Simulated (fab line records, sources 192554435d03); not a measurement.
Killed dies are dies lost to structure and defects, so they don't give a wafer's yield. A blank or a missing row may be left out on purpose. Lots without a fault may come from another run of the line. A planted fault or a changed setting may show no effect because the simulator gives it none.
Chamber matching | flow n5_finfet | N5_MOL_CONTACT_COAG_ETCH_67 on rie_diel-04: 4 sister chambers
The step etches SOC in N2/H2, target depth 60 nm, overetch 21 nm, time 101.2 s. 8 wafers are shown with their chamber, then 8 later ones without.

WAFERS WITH THEIR CHAMBER
wafer  | chamber | showerhead_plenum_p_Torr (Torr) | drypump_motor_current_A (A)
L079.3 | 3       | 2.63                            | 5.6
L079.6 | 2       | 2.63                            | 4.7
L081.4 | 0       | 2.42                            | 5.6
L081.6 | 1       | 2.56                            | 5.8
L083.2 | 0       | 2.42                            | 5.6
L083.3 | 3       | 2.63                            | 5.7
L083.4 | 1       | 2.55                            | 5.8
L084.4 | 2       | 2.63                            | 4.8

WAFERS WITHOUT THEIR CHAMBER
wafer  | showerhead_plenum_p_Torr (Torr) | drypump_motor_current_A (A)
L084.5 | 2.63                            | 5.7
L084.6 | 2.63                            | 4.7
L085.3 | 2.42                            | 5.5
L085.4 | 2.55                            | 5.8
L085.5 | 2.42                            | 5.6
L089.1 | 2.55                            | 5.8
L089.2 | 2.63                            | 4.8
L089.6 | 2.62                            | 5.7

WHICH CHAMBER EACH WENT THROUGH
wafer  | from the rows above | in truth
L084.5 | 3                   | 3
L084.6 | 2                   | 2
L085.3 | 0                   | 0
L085.4 | 1                   | 1
L085.5 | 0                   | 0
L089.1 | 1                   | 1
L089.2 | 2                   | 2
L089.6 | 3                   | 3
Placed correctly: 8 of 8. Can't be placed from these rows: 0. Placed wrongly: 0.
How it was worked out, from the rows above alone: a wafer's distance from a chamber is the root of the sum, over the readings, of the square of ((its reading less the chamber's mean) divided by the reading's scatter). The wafer belongs to the nearest chamber; if the next one is less than 2 further off, it can't be placed. A chamber's mean is the mean of its shown wafers. The scatter: the root of (the sum of the squares of (reading less its chamber's mean) over the shown wafers, divided by (wafers less chambers)).
